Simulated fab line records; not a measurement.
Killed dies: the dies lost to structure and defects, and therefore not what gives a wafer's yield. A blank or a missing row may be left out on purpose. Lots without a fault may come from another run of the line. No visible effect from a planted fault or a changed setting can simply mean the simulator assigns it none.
Which tool is to blame? :: flow n5-finfet :: 10 lots with 30 wafers sampled at 5 steps, on a route of 1938 steps

## WHAT THE GAUGES SHOWED, per wafer
N5_BEOL_M13_THK_MEAS_01. Usual: M13_ILD_THK typically reads 832 nm, with standard deviation 9.7.
lot: L992
measured: day 11 23:37
on: film-metro-01
M13_ILD_THK (nm): 822 836 824
flag: 

lot: L994
measured: day 12 04:05
on: film-metro-01
M13_ILD_THK (nm): 812 829 825
flag: 

lot: L993
measured: day 12 10:43
on: film-metro-01
M13_ILD_THK (nm): 828 818 829
flag: 

lot: L997
measured: day 12 21:04
on: film-metro-01
M13_ILD_THK (nm): 826 826 838
flag: 

lot: L996
measured: day 12 22:18
on: film-metro-01
M13_ILD_THK (nm): 834 837 837
flag: 

lot: L100
measured: day 13 21:23
on: film-metro-02
M13_ILD_THK (nm): 816 840 836
flag: 

lot: L106
measured: day 15 01:44
on: film-metro-02
M13_ILD_THK (nm): 828 836 846
flag: 

lot: L110
measured: day 17 01:24
on: film-metro-01
M13_ILD_THK (nm): 830 840 837
flag: 

lot: L112
measured: day 17 05:02
on: film-metro-01
M13_ILD_THK (nm): 829 816 836
flag: 

lot: L113
measured: day 17 13:25
on: film-metro-02
M13_ILD_THK (nm): 842 824 841
flag: 

## WHAT TOOL EACH LOT RAN ON (gives the tool, then ch and the chambers of the sampled wafers, and finally the start)
lot: L992
N5_BEOL_M12_DESCUM_15: rie-diel-04 ch 0,1, day 11 19:36
N5_BEOL_M12_SPUTTER_44: pvd-sputter-02, day 11 22:04
N5_BEOL_M12_SPUTTER_45: pvd-sputter-02, day 11 22:08
N5_BEOL_M12_CMP_49: cmp-03 ch 0,1,2, day 11 23:03

lot: L994
N5_BEOL_M12_DESCUM_15: rie-diel-03 ch 1,2,3, day 11 23:43
N5_BEOL_M12_SPUTTER_44: pvd-sputter-01, day 12 02:45
N5_BEOL_M12_SPUTTER_45: pvd-sputter-01, day 12 02:50
N5_BEOL_M12_CMP_49: cmp-04 ch 0,3, day 12 03:25

lot: L993
N5_BEOL_M12_DESCUM_15: rie-diel-01 ch 0,1,2, day 12 05:11
N5_BEOL_M12_SPUTTER_44: pvd-sputter-03, day 12 09:26
N5_BEOL_M12_SPUTTER_45: pvd-sputter-03, day 12 09:31
N5_BEOL_M12_CMP_49: cmp-02 ch 1,2,3, day 12 10:05

lot: L997
N5_BEOL_M12_DESCUM_15: rie-diel-01 ch 0,1, day 12 15:01
N5_BEOL_M12_SPUTTER_44: pvd-sputter-01, day 12 19:47
N5_BEOL_M12_SPUTTER_45: pvd-sputter-01, day 12 19:52
N5_BEOL_M12_CMP_49: cmp-04 ch 0,3, day 12 20:28

lot: L996
N5_BEOL_M12_DESCUM_15: rie-diel-03 ch 0,1,2, day 12 17:31
N5_BEOL_M12_SPUTTER_44: pvd-sputter-03, day 12 20:11
N5_BEOL_M12_SPUTTER_45: pvd-sputter-03, day 12 20:16
N5_BEOL_M12_CMP_49: cmp-03 ch 0,1,2, day 12 21:40

lot: L100
N5_BEOL_M12_DESCUM_15: rie-diel-04 ch 0,1,2, day 13 17:41
N5_BEOL_M12_SPUTTER_44: pvd-sputter-02, day 13 20:06
N5_BEOL_M12_SPUTTER_45: pvd-sputter-02, day 13 20:11
N5_BEOL_M12_CMP_49: cmp-02 ch 1,2,3, day 13 20:52

lot: L106
N5_BEOL_M12_DESCUM_15: rie-diel-04 ch 0,1,2, day 14 20:16
N5_BEOL_M12_SPUTTER_44: pvd-sputter-02, day 15 00:28
N5_BEOL_M12_SPUTTER_45: pvd-sputter-02, day 15 00:33
N5_BEOL_M12_CMP_49: cmp-04 ch 1,2,3, day 15 01:07

lot: L110
N5_BEOL_M12_DESCUM_15: rie-diel-01 ch 0,2,3, day 16 16:25
N5_BEOL_M12_SPUTTER_44: pvd-sputter-02, day 16 23:52
N5_BEOL_M12_SPUTTER_45: pvd-sputter-02, day 16 23:56
N5_BEOL_M12_CMP_49: cmp-04 ch 0,1,3, day 17 00:45

lot: L112
N5_BEOL_M12_DESCUM_15: rie-diel-04 ch 0,1,3, day 16 17:28
N5_BEOL_M12_SPUTTER_44: pvd-sputter-01, day 17 03:46
N5_BEOL_M12_SPUTTER_45: pvd-sputter-01, day 17 03:50
N5_BEOL_M12_CMP_49: cmp-02 ch 1,2, day 17 04:24

lot: L113
N5_BEOL_M12_DESCUM_15: rie-diel-04 ch 1,3, day 16 20:37
N5_BEOL_M12_SPUTTER_44: pvd-sputter-01, day 17 12:05
N5_BEOL_M12_SPUTTER_45: pvd-sputter-01, day 17 12:10
N5_BEOL_M12_CMP_49: cmp-04 ch 0,2, day 17 12:46
- N5_BEOL_M12_DESCUM_15: chemistry O2, time 7.9 s.
- N5_BEOL_M12_SPUTTER_44: material Ta, target thk 10 nm, time 16.13 s.
- N5_BEOL_M12_SPUTTER_45: material Cu, target thk 80 nm, time 13.33 s.
- N5_BEOL_M12_CMP_49: polishes, stops on SiOC, t overpolish 20.6 s, target thk 320 nm.

## WHAT THE TOOLS THEMSELVES READ (means of the sampled wafers that have a number; where no wafer has one, the mark that the record gives instead)
N5_BEOL_M12_DESCUM_15. Usual: bias-power-w is 20.00 W with standard deviation 0.061, drypump-motor-current-A is 5.8 A with standard deviation 0.33, oes-product-au is 0.79 a.u. with standard deviation 0.069, rf-vpp-V is 242.8 V with standard deviation 1.6, showerhead-plenum-p-Torr is 2.07 Torr with standard deviation 0.078, temp-c is 39.98 C with standard deviation 0.12, and throttle-valve-pct is 20.44 % with standard deviation 0.28.
lot: L992
tool: rie-diel-04
bias-power-w (W): 19.98
drypump-motor-current-A (A): 5.7
oes-product-au (a.u.): 0.83
rf-vpp-V (V): 242.8
showerhead-plenum-p-Torr (Torr): 2.09
temp-c (C): 40.06
throttle-valve-pct (%): 20.21
flag: 

lot: L994
tool: rie-diel-03
bias-power-w (W): 20.02
drypump-motor-current-A (A): 5.9
oes-product-au (a.u.): 0.78
rf-vpp-V (V): 242.0
showerhead-plenum-p-Torr (Torr): 2.07
temp-c (C): 39.99
throttle-valve-pct (%): 20.53
flag: 

lot: L993
tool: rie-diel-01
bias-power-w (W): 19.99
drypump-motor-current-A (A): 6.1
oes-product-au (a.u.): 0.81
rf-vpp-V (V): 242.1
showerhead-plenum-p-Torr (Torr): 2.05
temp-c (C): 40.09
throttle-valve-pct (%): 20.27
flag: 

lot: L997
tool: rie-diel-01
bias-power-w (W): 20.02
drypump-motor-current-A (A): 6.0
oes-product-au (a.u.): 0.84
rf-vpp-V (V): 242.1
showerhead-plenum-p-Torr (Torr): 2.03
temp-c (C): 39.98
throttle-valve-pct (%): 20.19
flag: 

lot: L996
tool: rie-diel-03
bias-power-w (W): 19.97
drypump-motor-current-A (A): 5.7
oes-product-au (a.u.): 0.83
rf-vpp-V (V): 243.0
showerhead-plenum-p-Torr (Torr): 2.08
temp-c (C): 40.06
throttle-valve-pct (%): 20.41
flag: 

lot: L100
tool: rie-diel-04
bias-power-w (W): 19.97
drypump-motor-current-A (A): 5.8
oes-product-au (a.u.): 0.78
rf-vpp-V (V): 242.8
showerhead-plenum-p-Torr (Torr): 2.12
temp-c (C): 40.04
throttle-valve-pct (%): 20.45
flag: 

lot: L106
tool: rie-diel-04
bias-power-w (W): 20.04
drypump-motor-current-A (A): 5.8
oes-product-au (a.u.): 0.77
rf-vpp-V (V): 243.2
showerhead-plenum-p-Torr (Torr): 2.12
temp-c (C): 39.95
throttle-valve-pct (%): 20.46
flag: 

lot: L110
tool: rie-diel-01
bias-power-w (W): 20.02
drypump-motor-current-A (A): 6.0
oes-product-au (a.u.): 0.79
rf-vpp-V (V): 241.5
showerhead-plenum-p-Torr (Torr): 2.02
temp-c (C): 39.81
throttle-valve-pct (%): 20.38
flag: 

lot: L112
tool: rie-diel-04
bias-power-w (W): 19.96
drypump-motor-current-A (A): 5.8
oes-product-au (a.u.): 0.78
rf-vpp-V (V): 243.1
showerhead-plenum-p-Torr (Torr): 2.13
temp-c (C): 39.85
throttle-valve-pct (%): 20.40
flag: 

lot: L113
tool: rie-diel-04
bias-power-w (W): 19.97
drypump-motor-current-A (A): 5.9
oes-product-au (a.u.): 0.77
rf-vpp-V (V): 245.4
showerhead-plenum-p-Torr (Torr): 2.19
temp-c (C): 40.03
throttle-valve-pct (%): 20.52
flag: 

N5_BEOL_M12_SPUTTER_44. Usual: bias-v 79.9 V, standard deviation 0.86; throttle-valve-pct 30.1 %, standard deviation 1.1.
lot: L992
tool: pvd-sputter-02
bias-v (V): 80.1
throttle-valve-pct (%): 30.1
flag: 

lot: L994
tool: pvd-sputter-01
bias-v (V): 79.3
throttle-valve-pct (%): 30.4
flag: 

lot: L993
tool: pvd-sputter-03
bias-v (V): 80.4
throttle-valve-pct (%): 30.2
flag: 

lot: L997
tool: pvd-sputter-01
bias-v (V): 80.4
throttle-valve-pct (%): 29.8
flag: 

lot: L996
tool: pvd-sputter-03
bias-v (V): 79.7
throttle-valve-pct (%): 30.3
flag: 

lot: L100
tool: pvd-sputter-02
bias-v (V): 80.2
throttle-valve-pct (%): 29.6
flag: 

lot: L106
tool: pvd-sputter-02
bias-v (V): 80.4
throttle-valve-pct (%): 28.6
flag: 

lot: L110
tool: pvd-sputter-02
bias-v (V): 79.5
throttle-valve-pct (%): 30.4
flag: 

lot: L112
tool: pvd-sputter-01
bias-v (V): 79.6
throttle-valve-pct (%): 30.5
flag: 

lot: L113
tool: pvd-sputter-01
bias-v (V): 79.6
throttle-valve-pct (%): 29.6
flag: 

N5_BEOL_M12_SPUTTER_45. Usual: bias-v 60.0 V, standard deviation 0.61; throttle-valve-pct 30.1 %, standard deviation 1.1.
lot: L992
tool: pvd-sputter-02
bias-v (V): 60.0
throttle-valve-pct (%): 30.0
flag: 

lot: L994
tool: pvd-sputter-01
bias-v (V): 60.1
throttle-valve-pct (%): 30.3
flag: 

lot: L993
tool: pvd-sputter-03
bias-v (V): 59.6
throttle-valve-pct (%): 30.1
flag: 

lot: L997
tool: pvd-sputter-01
bias-v (V): 59.2
throttle-valve-pct (%): 29.5
flag: 

lot: L996
tool: pvd-sputter-03
bias-v (V): 60.1
throttle-valve-pct (%): 30.6
flag: 

lot: L100
tool: pvd-sputter-02
bias-v (V): 60.3
throttle-valve-pct (%): 29.4
flag: 

lot: L106
tool: pvd-sputter-02
bias-v (V): 59.8
throttle-valve-pct (%): 28.8
flag: 

lot: L110
tool: pvd-sputter-02
bias-v (V): 60.0
throttle-valve-pct (%): 30.6
flag: 

lot: L112
tool: pvd-sputter-01
bias-v (V): 60.1
throttle-valve-pct (%): 30.6
flag: 

lot: L113
tool: pvd-sputter-01
bias-v (V): 59.9
throttle-valve-pct (%): 29.8
flag: 

N5_BEOL_M12_CMP_49. Usual: barrier-field-endpoint-s 30.4 s, standard deviation 0.77; edge-zone-pressure-frac 1.000, standard deviation 0.0052; motor-current-A 6.1 A, standard deviation 0.76; pad-life-wafers 1088, standard deviation 560.
lot: L992
tool: cmp-03
barrier-field-endpoint-s (s): 31.4
edge-zone-pressure-frac: 1.002
motor-current-A (A): 5.9
pad-life-wafers: 908
flag: 

lot: L994
tool: cmp-04
barrier-field-endpoint-s (s): 29.9
edge-zone-pressure-frac: 0.998
motor-current-A (A): 5.5
pad-life-wafers: 1693
flag: 

lot: L993
tool: cmp-02
barrier-field-endpoint-s (s): 29.7
edge-zone-pressure-frac: 1.001
motor-current-A (A): 6.0
pad-life-wafers: 182
flag: 

lot: L997
tool: cmp-04
barrier-field-endpoint-s (s): 28.1
edge-zone-pressure-frac: 1.003
motor-current-A (A): 5.6
pad-life-wafers: 1838
flag: 

lot: L996
tool: cmp-03
barrier-field-endpoint-s (s): 30.7
edge-zone-pressure-frac: 1.001
motor-current-A (A): 5.9
pad-life-wafers: 1094
flag: 

lot: L100
tool: cmp-02
barrier-field-endpoint-s (s): 29.5
edge-zone-pressure-frac: 0.994
motor-current-A (A): 5.6
pad-life-wafers: 453
flag: 

lot: L106
tool: cmp-04
barrier-field-endpoint-s (s): 30.9
edge-zone-pressure-frac: 1.001
motor-current-A (A): 6.1
pad-life-wafers: 235
flag: 

lot: L110
tool: cmp-04
barrier-field-endpoint-s (s): 30.2
edge-zone-pressure-frac: 0.999
motor-current-A (A): 5.9
pad-life-wafers: 710
flag: 

lot: L112
tool: cmp-02
barrier-field-endpoint-s (s): 29.9
edge-zone-pressure-frac: 1.001
motor-current-A (A): 5.6
pad-life-wafers: 1038
flag: 

lot: L113
tool: cmp-04
barrier-field-endpoint-s (s): 30.4
edge-zone-pressure-frac: 0.996
motor-current-A (A): 6.4
pad-life-wafers: 794
flag: 

## THE ANSWER, worked out from the rows above alone
Rule: a lot counts as off when the mean over its wafers that have a number is more than 3 standard deviations away from the usual mean. Also off: a lot with no number at a reading for which 4 or more lots have one. The other lots that the step has rows for count as sound. Order of review: gauges by route order, followed by the tools' own readings, for which a lot's mean as printed above is used. The first step at which some lot is off is used, and at that step the reading that is off furthest; a lot without a number counts as furthest.
None of the lots is off at any reading shown; this tells nothing.

## WHAT HAD BEEN PUT IN BY THE SIMULATOR
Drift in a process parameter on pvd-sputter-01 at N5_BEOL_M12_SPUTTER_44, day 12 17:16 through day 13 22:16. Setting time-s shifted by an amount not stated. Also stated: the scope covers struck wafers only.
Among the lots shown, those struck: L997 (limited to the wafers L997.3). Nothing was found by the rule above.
